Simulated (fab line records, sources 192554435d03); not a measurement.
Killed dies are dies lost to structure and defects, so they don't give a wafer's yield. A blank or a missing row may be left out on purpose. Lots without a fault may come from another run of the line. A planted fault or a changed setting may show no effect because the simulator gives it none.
A struck lot beside a sound one | flow n5_finfet | 14 steps out of a route of 1938
Sound: wafers L718.1, L718.2, L718.3. Struck: wafer L736.3. (L736.2, L736.5 of the same lot were not struck and are left out.) The cause comes at the end.
At each step with rows: each side's tool, then ch and its chambers, then its first start. Under that, the readings that differ: sound wafers | struck wafers | difference of the means | sigmas: that difference in standard deviations of wafers without a fault.
alike: readings whose means differ by less than 2 such deviations, and words and numbers that are the same on both sides. not compared: withheld readings, readings that some wafer has no value for, bounds like >300 that may hide the same value, and numbers for which the record gives no deviation and whose values overlap.
The two part at a step that has a row with sigmas, a row that says differs or no value, or rows on one side only. Numbers that don't overlap but have no deviation are shown without sigmas and don't part them. A reading that every wafer of one side lacks parts them only if that side has two wafers or more.

first, 7 steps without rows for these wafers: N5_BEOL_M9_COAT_60 (time 60 s, resist thk 30 nm); N5_BEOL_M9_COAT_05 (resist thk 90 nm); N5_BEOL_M9_EBR_07; N5_BEOL_M9_SOFTBAKE_06 (time 60 s); N5_BEOL_M9_EXPOSE_08 (exposes mask M9); N5_BEOL_M9_PEB_09 (peb time 60 s); N5_BEOL_M9_DEVELOP_10 (develop time 30 s).
N5_BEOL_M9_CD_MEAS_11: target cd 64.1 nm.
  sound on cd_sem-01 ch 0, day 10 23:40; struck on cd_sem-03 ch 0, day 15 06:19
  alike: cd_nm
N5_BEOL_M9_OVL_MEAS_12:
  sound on overlay-01 ch 0, day 10 23:42; struck on overlay-01 ch 0, day 15 06:21
  reading     | sound         | struck | difference | sigmas
  M9_OVL (nm) | 0.0 -0.1 -0.6 | -2.0   | -1.8       | -3
N5_BEOL_M9_INSPECT_13: inspects for defects (brightfield).
  sound on defect_inspect-02, day 10 23:44; struck on defect_inspect-02, day 15 06:23
  alike: raw_defect_count
N5_BEOL_M9_DESCUM_16: chemistry O2, time 7.9 s.
  sound on rie_diel-04 ch 0,2,3, day 10 23:46; struck on rie_diel-04 ch 3, day 15 06:38
  alike: bias_power_w, drypump_motor_current_A, oes_product_au, rf_vpp_V, showerhead_plenum_p_Torr, throttle_valve_pct
  not compared: rf_hours_counter_h
N5_BEOL_M9_ETCH_61: etches SiARC in CF4, target depth 39 nm, time 65 s.
  sound on rie_diel-04 ch 0,2,3, day 10 23:48; struck on rie_diel-04 ch 3, day 15 06:40
  alike: bias_w, drypump_motor_current_A, etch_rf_on_time_s, oes_product_au, rf_vpp_V, showerhead_plenum_p_Torr, throttle_valve_pct
  not compared: rf_hours_counter_h
N5_BEOL_M9_ETCH_62: etches SOC in N2/H2, target depth 110 nm, overetch 22 nm, time 165 s.
  sound on rie_diel-04 ch 0,2,3, day 10 23:51; struck on rie_diel-04 ch 3, day 15 06:43
  reading                                    | sound          | struck | difference | sigmas
  oes_product_au (a.u.)                      | 0.62 0.61 0.66 | 0.76   | +0.13      | +2
  model.SiARC_of_BEOL_M9_COAT_60.thk_nm (nm) | 24 23.6 23.2   | 24.2   | +0.6       |
  alike: drypump_motor_current_A, h2_flow_sccm, rf_vpp_V, showerhead_plenum_p_Torr, throttle_valve_pct
  not compared: bias_w, rf_hours_counter_h
then, 1 step without rows for these wafers: N5_BEOL_M9_STRIP_68 (strips in N2/H2).

WHERE THEY PART
First at N5_BEOL_M9_OVL_MEAS_12; last, within this record, at N5_BEOL_M9_ETCH_62.

WHY: what the simulator had put in
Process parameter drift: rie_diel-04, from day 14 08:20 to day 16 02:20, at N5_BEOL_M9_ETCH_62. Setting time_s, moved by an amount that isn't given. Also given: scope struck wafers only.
